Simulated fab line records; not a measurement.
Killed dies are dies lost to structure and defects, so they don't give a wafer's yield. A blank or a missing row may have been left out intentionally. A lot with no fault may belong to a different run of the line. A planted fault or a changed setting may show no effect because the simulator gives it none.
fab line records ; flow n5_finfet
record lots=10; wafers=30; last_day=18
route steps=1938 shown BEOL_M4@1111 BEOL_M10@1520 BEOL_M11@1536 PASSIVATION@1936
lots that met no fault: taken from a fault-free run of the same line
start_h: the number of hours between the record's first day and the start of the first shown wafer of the lot ; wait_h: hours since the lot's step before ; " identical to the entry in the row above ; L1.1+2: a single row standing in for several wafers ; - value missing, or start not given ; * or withheld: withheld ; < > ~ a bound
route shown NAME@n: NAME is a module with steps in the file, n the number in the route of the first one ; usual: the fault-free wafers' mean and standard deviation ; same: alike in all rows ; chamber/n: place in a boat ; sites: readings site by site ; _std_site: the values' standard deviation ; _edge_site: outer sites' mean less inner sites' ; radius_mm: for every site, how far away it sits from the centre of the wafer ; mask NAME#n: copy n ; behind: tool/chamber where the wafer was last shaped ; hold: why the lot was held/for how many hours/how that ended ; device: whichever transistor did not switch (one of n, p or np) ; end of line: the route-end tests of the same wafers ; for a step that has no rows: nothing shown but its recipe ; killed: the dies lost at the first sort to structure and to defects; this is not the yield of the wafer ; map: per-die view of a wafer (x killed, . not killed, _ where there is no die)
set.NAME: the setting as run; set.NAME@STEP: as run at that earlier step ; model.NAME: the simulator's own value behind a step, which no gauge read
route steps across a sampled set of lots; one table per step, one row per wafer
services: from which hour (start_h, from the record's first day; less than 0 if before it) a tool's chamber was out of use, for how many hours, and why
## steps
# step N5_BEOL_M4_RC_MEAS_101
# usual DIBL_N=36.4/1.6; DIBL_P=36.2/1.8; IOFF_N=0.159/0.029; IOFF_P=0.21/0.034; ION_N=670/12; ION_P=459/8.2; SS_N=71.5/0.59; SS_P=73.2/0.54; VT_N=250/3.3; VT_P=-250/3.7
lot.wafer;tool;chamber;start_h;wait_h;DIBL_N[mV/V];DIBL_P[mV/V];IOFF_N[nA/um];IOFF_P[nA/um];ION_N[uA/um];ION_P[uA/um];SS_N[mV/dec];SS_P[mV/dec];VT_N[mV];VT_P[mV]
L452.3;prober-02;0;188.80;0.3;35.8;37.4;0.150;0.20;673;460;71.2;73.4;248;-251
L452.5;prober-02;0;188.80;0.3;36.6;37.3;0.153;0.20;659;447;71.3;73.6;251;-252
L452.6;prober-02;0;188.80;0.3;36.6;37.5;0.164;0.21;671;459;71.5;73.1;251;-254
L458.2;prober-01;0;216.72;0.2;35.7;36.0;0.152;0.24;668;469;71.6;73.0;248;-247
L458.5;prober-01;0;216.72;0.2;37.6;38.7;0.200;0.28;680;470;71.9;73.7;246;-248
L458.6;prober-01;0;216.72;0.2;37.2;38.2;0.187;0.27;688;472;72.0;74.3;244;-246
L457.2;prober-02;0;217.85;0.2;33.8;34.1;0.128;0.17;663;456;71.1;72.2;251;-250
L457.3;prober-02;0;217.85;0.2;38.0;39.1;0.205;0.24;686;462;72.1;73.4;247;-246
L457.4;prober-02;0;217.85;0.2;36.7;37.2;0.165;0.19;679;464;71.7;73.5;248;-254
L461.3;prober-01;0;225.27;0.3;38.3;37.5;0.176;0.27;669;462;71.5;74.3;248;-245
L461.5;prober-01;0;225.27;0.3;38.0;36.8;0.173;0.24;692;473;71.6;73.7;247;-248
L461.6;prober-01;0;225.27;0.3;38.2;37.1;0.184;0.26;678;468;71.8;74.1;247;-243
L460.1;prober-01;0;256.60;0.0;35.4;35.6;0.146;0.17;671;458;71.8;72.9;250;-255
L460.3;prober-01;0;256.60;0.0;34.2;34.4;0.130;0.15;657;442;72.3;72.1;255;-256
L460.4;prober-01;0;256.60;0.0;36.1;38.2;0.167;0.20;672;455;72.0;73.4;249;-251
L463.2;prober-01;0;260.05;0.2;36.5;36.5;0.153;0.20;663;457;71.3;73.3;250;-253
L463.3;prober-01;0;260.05;0.2;34.5;33.8;0.119;0.16;657;449;70.7;72.7;256;-254
L463.4;prober-01;0;260.05;0.2;36.1;36.9;0.135;0.20;658;459;70.6;73.9;253;-252
L464.1;prober-01;0;272.43;0.0;36.2;35.0;0.141;0.21;664;462;71.5;73.0;252;-249
L464.5;prober-01;0;272.43;0.0;36.7;34.4;0.149;0.19;656;459;71.7;72.9;253;-251
L464.6;prober-01;0;272.43;0.0;35.9;33.1;0.131;0.19;669;460;70.6;72.8;250;-251
L473.3;prober-02;0;311.25;0.3;35.5;34.9;0.113;0.14;649;443;71.2;72.3;257;-262
L473.5;prober-02;0;311.25;0.3;38.6;39.7;0.190;0.20;673;453;72.2;73.7;250;-253
L473.6;prober-02;0;311.25;0.3;36.9;37.1;0.152;0.16;675;455;71.9;72.9;251;-258
L474.1;prober-01;0;331.48;0.0;36.1;37.1;0.157;0.22;657;458;71.7;73.4;253;-250
L474.2;prober-01;0;331.48;0.0;37.3;39.1;0.196;0.26;689;472;71.7;73.6;247;-248
L474.4;prober-01;0;331.48;0.0;33.1;34.9;0.117;0.19;652;460;70.8;72.5;253;-250
L475.2;prober-02;0;335.34;0.2;37.0;37.7;0.179;0.27;671;468;72.1;73.9;248;-245
L475.3;prober-02;0;335.34;0.2;32.8;33.8;0.114;0.20;657;466;70.8;72.3;255;-246
L475.5;prober-02;0;335.34;0.2;32.9;34.5;0.119;0.23;660;464;70.8;73.0;249;-247
# step N5_BEOL_M10_CD_MEAS_35
# recipe target_cd_nm=70; polarity=opening
# usual cd_nm=70.0/0.67
lot.wafer;tool;chamber;start_h;wait_h;cd_nm
L452.3;cd_sem-02;-;248.61;0.0;69.9
L452.5;cd_sem-02;-;248.61;0.0;70.0
L452.6;cd_sem-02;-;248.61;0.0;71.0
L457.2;cd_sem-01;-;267.71;0.0;70.5
L457.3;cd_sem-01;-;267.71;0.0;70.5
L457.4;cd_sem-01;-;267.71;0.0;69.5
L458.2;cd_sem-02;-;271.70;0.0;71.6
L458.5;cd_sem-02;-;271.70;0.0;72.3
L458.6;cd_sem-02;-;271.70;0.0;71.3
L461.3;cd_sem-01;-;275.78;0.0;69.8
L461.5;cd_sem-01;-;275.78;0.0;69.5
L461.6;cd_sem-01;-;275.78;0.0;70.0
L460.1;cd_sem-03;-;306.16;0.0;70.0
L460.3;cd_sem-03;-;306.16;0.0;70.3
L460.4;cd_sem-03;-;306.16;0.0;69.4
L463.2;cd_sem-02;-;317.36;0.0;70.9
L463.3;cd_sem-02;-;317.36;0.0;70.4
L463.4;cd_sem-02;-;317.36;0.0;69.5
L464.1;cd_sem-02;-;325.11;0.0;70.8
L464.5;cd_sem-02;-;325.11;0.0;71.2
L464.6;cd_sem-02;-;325.11;0.0;71.2
L473.3;cd_sem-01;-;363.88;0.0;69.8
L473.5;cd_sem-01;-;363.88;0.0;70.0
L473.6;cd_sem-01;-;363.88;0.0;69.4
L474.1;cd_sem-03;-;380.94;0.0;68.9
L474.2;cd_sem-03;-;380.94;0.0;69.2
L474.4;cd_sem-03;-;380.94;0.0;69.4
L475.2;cd_sem-01;-;390.27;0.0;70.6
L475.3;cd_sem-01;-;390.27;0.0;69.6
L475.5;cd_sem-01;-;390.27;0.0;69.9
# step N5_BEOL_M10_DEP_56
# recipe material=SiCN; target_thk_a=150; temp_c=withheld; precursor=3MS/NH3; pressure_torr=3; rf_w=202; time_s=26.5
# usual showerhead_plenum_p_Torr=3.664/0.015; showerhead_vpp_V=935/54; throttle_valve_pct=9.3/0.69
# same time_s=26.5
lot.wafer;tool;chamber;start_h;wait_h;showerhead_plenum_p_Torr;showerhead_vpp_V;throttle_valve_pct
L452.3;pecvd-01;0;252.04;0.0;3.670;963;10.5
L452.5;pecvd-01;0;252.04;0.0;3.672;952;10.9
L452.6;pecvd-01;1;252.04;0.0;3.677;900;9.1
L457.2;pecvd-04;2;270.70;0.0;3.651;871;8.2
L457.3;pecvd-04;1;270.70;0.0;3.659;1035;9.2
L457.4;pecvd-04;2;270.70;0.0;3.657;875;8.4
L458.2;pecvd-04;2;274.30;0.0;3.651;873;8.4
L458.5;pecvd-04;1;274.30;0.0;3.649;1024;9.0
L458.6;pecvd-04;2;274.30;0.0;3.648;875;8.4
L461.3;pecvd-03;0;277.74;0.0;3.676;887;9.8
L461.5;pecvd-03;1;277.74;0.0;3.633;885;9.5
L461.6;pecvd-03;2;277.74;0.0;3.682;967;8.6
L460.1;pecvd-03;1;309.30;0.0;3.636;875;9.3
L460.3;pecvd-03;2;309.30;0.0;3.675;977;8.7
L460.4;pecvd-03;2;309.30;0.0;3.675;965;9.0
L463.2;pecvd-01;0;320.06;0.0;3.677;961;11.0
L463.3;pecvd-01;2;320.06;0.0;3.661;915;8.9
L463.4;pecvd-01;0;320.06;0.0;3.662;943;10.9
L464.1;pecvd-04;2;328.53;0.0;3.648;867;8.2
L464.5;pecvd-04;2;328.53;0.0;3.642;870;8.7
L464.6;pecvd-04;1;328.53;0.0;3.664;1006;9.3
L473.3;pecvd-04;1;367.37;0.0;3.666;1021;9.1
L473.5;pecvd-04;2;367.37;0.0;3.654;869;8.7
L473.6;pecvd-04;1;367.37;0.0;3.657;1022;9.2
L474.1;pecvd-03;0;383.82;0.0;3.673;892;9.5
L474.2;pecvd-03;1;383.82;0.0;3.633;888;9.5
L474.4;pecvd-03;0;383.82;0.0;3.683;904;9.6
L475.2;pecvd-01;2;392.69;0.0;3.664;936;9.1
L475.3;pecvd-01;0;392.69;0.0;3.659;960;10.9
L475.5;pecvd-01;2;392.69;0.0;3.661;917;9.0
# step N5_BEOL_M10_INSPECT_58
# recipe inspect_instrument=darkfield; mode=post_dep
# usual raw_defect_count=82/31
lot.wafer;tool;chamber;start_h;wait_h;raw_defect_count
L452.3;defect_inspect-01;-;252.14;0.0;64
L452.5;defect_inspect-01;-;252.14;0.0;71
L452.6;defect_inspect-01;-;252.14;0.0;67
L457.2;defect_inspect-02;-;270.80;0.0;70
L457.3;defect_inspect-02;-;270.80;0.0;73
L457.4;defect_inspect-02;-;270.80;0.0;68
L458.2;defect_inspect-01;-;274.40;0.0;150
L458.5;defect_inspect-01;-;274.40;0.0;89
L458.6;defect_inspect-01;-;274.40;0.0;131
L461.3;defect_inspect-02;-;277.84;0.0;78
L461.5;defect_inspect-02;-;277.84;0.0;153
L461.6;defect_inspect-02;-;277.84;0.0;99
L460.1;defect_inspect-01;-;309.40;0.0;61
L460.3;defect_inspect-01;-;309.40;0.0;61
L460.4;defect_inspect-01;-;309.40;0.0;85
L463.2;defect_inspect-02;-;320.16;0.0;46
L463.3;defect_inspect-02;-;320.16;0.0;44
L463.4;defect_inspect-02;-;320.16;0.0;36
L464.1;defect_inspect-02;-;328.62;0.0;125
L464.5;defect_inspect-02;-;328.62;0.0;86
L464.6;defect_inspect-02;-;328.62;0.0;77
L473.3;defect_inspect-02;-;367.47;0.0;77
L473.5;defect_inspect-02;-;367.47;0.0;80
L473.6;defect_inspect-02;-;367.47;0.0;78
L474.1;defect_inspect-01;-;383.94;0.0;53
L474.2;defect_inspect-01;-;383.94;0.0;56
L474.4;defect_inspect-01;-;383.94;0.0;67
L475.2;defect_inspect-02;-;392.81;0.0;88
L475.3;defect_inspect-02;-;392.81;0.0;74
L475.5;defect_inspect-02;-;392.81;0.0;42
# step N5_BEOL_M11_ILD_DEP_00
# recipe material=SiCOH_lowk; target_thk_a=3085.1; temp_c=300; precursor=DEMS/porogen; pressure_torr=5; rf_w=500; time_s=58
# usual heater_power_w=333/63; run_length_s=100.6/0.57; showerhead_plenum_p_Torr=5.741/0.015; showerhead_vpp_V=1443/110; throttle_valve_pct=14.0/1
lot.wafer;tool;chamber;start_h;wait_h;heater_power_w;run_length_s;showerhead_plenum_p_Torr;showerhead_vpp_V;throttle_valve_pct
L452.3;pecvd-02;1;252.18;0.0;291;100.7;5.738;1262;14.5
L452.5;pecvd-02;2;252.18;0.0;285;101.9;5.754;1404;13.1
L452.6;pecvd-02;1;252.18;0.0;293;100.6;5.747;1249;14.9
L457.2;pecvd-01;0;270.83;0.0;517;100.5;5.735;1513;17.0
L457.3;pecvd-01;1;270.83;0.0;309;101.0;5.751;1391;13.6
L457.4;pecvd-01;1;270.83;0.0;326;101.3;5.745;1426;13.6
L458.2;pecvd-04;0;274.43;0.0;328;99.6;5.776;1565;14.0
L458.5;pecvd-04;0;274.43;0.0;342;100.4;5.746;1525;13.8
L458.6;pecvd-04;2;274.43;0.0;323;100.6;5.719;1375;12.8
L461.3;pecvd-04;0;277.88;0.0;382;99.8;5.773;1562;14.0
L461.5;pecvd-04;0;277.88;0.0;382;99.6;5.757;1543;14.1
L461.6;pecvd-04;1;277.88;0.0;344;100.3;5.731;1606;13.8
L460.1;pecvd-04;2;309.44;0.0;317;100.9;5.718;1373;12.8
L460.3;pecvd-04;1;309.44;0.0;328;100.9;5.716;1635;13.8
L460.4;pecvd-04;2;309.44;0.0;314;100.7;5.728;1394;13.2
L463.2;pecvd-04;2;320.20;0.0;307;100.6;5.728;1385;13.0
L463.3;pecvd-04;0;320.20;0.0;365;99.5;5.773;1554;13.8
L463.4;pecvd-04;1;320.20;0.0;327;69.4;5.731;1602;13.8
L464.1;pecvd-04;0;328.66;0.0;356;99.5;5.747;1564;13.9
L464.5;pecvd-04;0;328.66;0.0;358;99.7;5.746;1569;13.8
L464.6;pecvd-04;1;328.66;0.0;322;69.4;5.750;1570;13.8
L473.3;pecvd-02;1;367.51;0.0;277;101.7;5.743;1245;14.8
L473.5;pecvd-02;2;367.51;0.0;326;101.9;5.734;1381;12.9
L473.6;pecvd-02;0;367.51;0.0;305;100.4;5.752;1414;14.1
L474.1;pecvd-02;1;383.98;0.0;252;101.0;5.736;1205;14.9
L474.2;pecvd-02;0;383.98;0.0;324;100.4;5.731;1407;14.1
L474.4;pecvd-02;1;383.98;0.0;253;101.0;5.735;1240;14.9
L475.2;pecvd-01;2;392.84;0.0;296;99.8;5.745;1470;14.0
L475.3;pecvd-01;2;392.84;0.0;305;100.2;5.746;1473;13.7
L475.5;pecvd-01;0;392.84;0.0;515;101.1;5.739;1515;16.6
# step N5_BEOL_M11_THK_MEAS_01
# recipe reads=SiCOH_lowk_of_BEOL_M11_ILD_DEP_00
# usual M11_ILD_THK=268/3.6
lot.wafer;tool;chamber;start_h;wait_h;M11_ILD_THK[nm]
L452.3;film_metro-01;-;252.77;0.3;268
L452.5;film_metro-01;-;252.77;0.3;275
L452.6;film_metro-01;-;252.77;0.3;268
L457.2;film_metro-01;-;271.42;0.4;269
L457.3;film_metro-01;-;271.42;0.4;267
L457.4;film_metro-01;-;271.42;0.4;266
L458.2;film_metro-02;-;275.50;0.7;269
L458.5;film_metro-02;-;275.50;0.7;271
L458.6;film_metro-02;-;275.50;0.7;270
L461.3;film_metro-02;-;278.95;0.5;270
L461.5;film_metro-02;-;278.95;0.5;275
L461.6;film_metro-02;-;278.95;0.5;272
L460.1;film_metro-01;-;310.24;0.4;266
L460.3;film_metro-01;-;310.24;0.4;266
L460.4;film_metro-01;-;310.24;0.4;269
L463.2;film_metro-01;-;321.34;0.7;266
L463.3;film_metro-01;-;321.34;0.7;268
L463.4;film_metro-01;-;321.34;0.7;129
L464.1;film_metro-02;-;329.25;0.4;270
L464.5;film_metro-02;-;329.25;0.4;271
L464.6;film_metro-02;-;329.25;0.4;127
L473.3;film_metro-01;-;368.10;0.3;264
L473.5;film_metro-01;-;368.10;0.3;266
L473.6;film_metro-01;-;368.10;0.3;269
L474.1;film_metro-02;-;384.60;0.4;261
L474.2;film_metro-02;-;384.60;0.4;260
L474.4;film_metro-02;-;384.60;0.4;264
L475.2;film_metro-01;-;393.46;0.4;268
L475.3;film_metro-01;-;393.46;0.4;270
L475.5;film_metro-01;-;393.46;0.4;273
# step N5_PASSIVATION_PROBE_49
# usual defect_limited_yield=91.1/1.5; killed_at_M0_to_M3=33/9.9; killed_at_M4_up=14/5.2; killed_at_contacts=12/6.7; killed_at_front_end=43/13; killed_at_other=3.4/2.7; killed_dies=105/17; killed_on_rim=14/4.2; killed_open=69/13; killed_short=33/7.5; sort_bin_5_function=5.2/0.91; sort_bin_6_memory=3.3/0.71; sort_n_pass=1075/17; sort_yield_pct=91.1/1.5
# same gross_dies=1180; killed_at_back_side=0; sort_bin_4_leakage[%]=0; sort_bin_8_speed[%]=0
lot.wafer;tool;chamber;start_h;wait_h;defect_limited_yield[%];killed_at_M0_to_M3;killed_at_M4_up;killed_at_contacts;killed_at_front_end;killed_at_other;killed_dies;killed_on_rim;killed_open;killed_short;sort_bin_5_function[%];sort_bin_6_memory[%];sort_n_pass;sort_yield_pct[%]
L463.2;prober-01;-;365.10;0.1;90.3;38;29;8;35;4;114;16;79;32;5.2;4.0;1066;90.3
L463.3;prober-01;-;365.15;0.2;91.7;34;19;3;41;1;98;7;69;28;4.9;3.2;1082;91.7
L463.4;prober-01;-;365.20;0.2;1.3;30;1098;4;30;3;1165;150;51;24;4.4;1.9;15;1.3
L464.1;prober-02;-;370.08;0.0;90.0;24;14;22;56;2;118;12;76;42;5.7;4.2;1062;90.0
L464.5;prober-02;-;370.28;0.2;91.8;26;8;17;43;3;97;14;71;26;4.6;3.6;1083;91.8
L464.6;prober-02;-;370.33;0.3;0.7;33;1064;23;49;3;1172;151;85;37;5.8;4.0;8;0.7
# killed by level:class
L463.2 BEOL_M4:geometric_particle:open=17 BEOL_M2:geometric_particle:open=9 GATE_CUT:geometric_particle:open=8 BEOL_M0_SAQP:geometric_particle:open=8 STI_FIN_REVEAL:geometric_particle:open=7 BEOL_M0_SAQP:geometric_particle:short=7 MOL_CONTACT_COAG:geometric_particle:open=5 BEOL_M2:geometric_particle:short=5
L463.3 BEOL_M4:geometric_particle:open=13 FIN_SAQP:geometric_particle:open=12 BEOL_M0_SAQP:geometric_particle:short=12 STI_FIN_REVEAL:geometric_particle:open=9 DUMMY_GATE:geometric_particle:open=7 BEOL_M0_SAQP:geometric_particle:open=7 BEOL_M2:geometric_particle:open=6 FIN_SAQP:geometric_particle:short=4
L463.4 BEOL_M11:area_dep=1090 BEOL_M2:geometric_particle:open=13 FIN_SAQP:geometric_particle:open=7 BEOL_M3:geometric_particle:open=7 FIN_SAQP:geometric_particle:short=5 GATE_CUT:geometric_particle:open=4 MOL_CONTACT_COAG:geometric_particle:open=4 STARTING-WAFER:geometric_particle:short=4
L464.1 MOL_CONTACT_COAG:geometric_particle:open=22 STI_FIN_REVEAL:geometric_particle:open=18 FIN_SAQP:geometric_particle:short=13 FIN_SAQP:geometric_particle:open=12 BEOL_M0_SAQP:geometric_particle:short=11 BEOL_M4:geometric_particle:open=7 BEOL_M2:geometric_particle:short=5 BEOL_M0_SAQP:geometric_particle:open=3
L464.5 STI_FIN_REVEAL:geometric_particle:open=29 MOL_CONTACT_COAG:geometric_particle:open=13 BEOL_M2:geometric_particle:open=7 BEOL_M0_SAQP:geometric_particle:open=6 BEOL_M0_SAQP:geometric_particle:short=5 BEOL_M3:geometric_particle:open=5 MOL_CONTACT_COAG:geometric_particle:short=4 STARTING-WAFER:geometric_particle:short=3
L464.6 BEOL_M11:area_dep=1050 FIN_SAQP:geometric_particle:open=18 MOL_CONTACT_COAG:geometric_particle:open=16 STI_FIN_REVEAL:geometric_particle:open=13 BEOL_M2:geometric_particle:open=11 MOL_CONTACT_COAG:geometric_particle:short=7 BEOL_M0_SAQP:geometric_particle:short=5 BEOL_M3:geometric_particle:short=5
## services
tool;chamber;start_h;hours;kind
pecvd-01;-;256.66;1.3;repair
pecvd-02;2;271.16;5.5;scheduled_down
pecvd-01;0;281.86;2.1;scheduled_down
pecvd-01;2;293.32;26.4;repair
pecvd-02;0;298.62;5.5;scheduled_down
pecvd-01;1;312.02;5.0;scheduled_down
pecvd-02;0;331.53;2.1;scheduled_down
pecvd-01;-;340.65;9.4;repair
pecvd-04;2;349.70;5.5;scheduled_down
pecvd-03;2;381.38;5.5;scheduled_down
pecvd-02;2;382.62;2.1;scheduled_down
pecvd-01;1;383.62;-;clean
pecvd-01;1;383.62;-;consumable_replace:showerhead
pecvd-01;1;383.62;29.0;scheduled_down
pecvd-01;1;383.62;29.0;vent_cycle
pecvd-03;2;392.81;2.1;scheduled_down
## key
first_sign step=N5_BEOL_M11_ILD_DEP_00; reading=run_length_s; direction=down; sigmas=55; usual=*; struck=*
effect step=N5_BEOL_M11_THK_MEAS_01; reading=M11_ILD_THK; direction=down; sigmas=39; usual=268; struck=128
effect step=N5_PASSIVATION_PROBE_49; reading=killed_at_M4_up; direction=up; sigmas=99+; usual=14; struck=1081
more_kills_born_at N5_BEOL_M11_ILD_DEP_00@pecvd-04=2140
met_at N5_BEOL_M11_ILD_DEP_00
struck_lots L463,L464
struck_wafers L463.4,L464.6
later_rows_left_out L463.4,L464.6
not_acting_at N5_BEOL_M10_CD_MEAS_35,N5_BEOL_M10_DEP_56,N5_BEOL_M10_INSPECT_58
onset_between 309.44 320.20
fault kind=process_parameter_drift; tool=pecvd-04; chamber=1; onset_h=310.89; steps=N5_BEOL_M11_ILD_DEP_00; channel=time_s; offset=*; shape=step; end_h=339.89; acts_in=*; stated=*
# later_rows_left_out: the simulator's readings of these wafers behind a module that went badly wrong aren't trusted and aren't shown, but for the sort
